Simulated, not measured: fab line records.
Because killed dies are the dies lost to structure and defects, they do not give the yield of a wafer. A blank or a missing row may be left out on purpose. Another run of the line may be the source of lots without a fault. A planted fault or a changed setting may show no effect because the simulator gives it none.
Matching of chambers ; flow n5-finfet ; 3 sister chambers for N5_BEOL_M9_CURE_72 on uv-cure-02
The step cures SiCOH lowk, time 120 s. 3 wafers are shown with their chamber, then 9 later ones without.

## EACH WAFER AND ITS CHAMBER
wafer;chamber;lamp-power-pct (%)
L075.5;1;52.35
L079.4;2;52.28
L084.6;0;52.33

## WAFERS MISSING THEIR CHAMBER
wafer;lamp-power-pct (%)
L085.1;52.36
L085.2;52.35
L085.6;52.27
L085.3;52.37
L085.4;52.39
L085.5;52.22
L087.2;52.40
L087.3;52.33
L087.4;52.37

## WHICH CHAMBER EACH WENT THROUGH
wafer;from the rows above;in truth
L085.1;can't be placed: 1 or 0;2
L085.2;can't be placed: 1 or 0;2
L085.6;can't be placed: 2 or 0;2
L085.3;can't be placed: 1 or 0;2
L085.4;can't be placed: 1 or 0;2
L085.5;can't be placed: 2 or 0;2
L087.2;can't be placed: 1 or 0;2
L087.3;can't be placed: 0 or 1 or 2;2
L087.4;can't be placed: 1 or 0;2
0 of 9 placed correctly. Not placeable from these rows: 9 (in 3, the candidates include the true chamber). Number placed wrongly: 0.
How it was worked out, from the rows above alone: a wafer's distance from a chamber is the root of the sum, over the readings, of the square of ((its reading less the chamber's mean) divided by the reading's scatter). If the next closest chamber is less than 2 further off than the closest, the wafer can't be placed; otherwise it belongs to the closest. For every chamber, the mean is computed from those of its wafers that are shown. The scatter (one wafer shown for each chamber): square how far every hidden wafer sits from the nearest shown wafer, average those squares and take the square root.
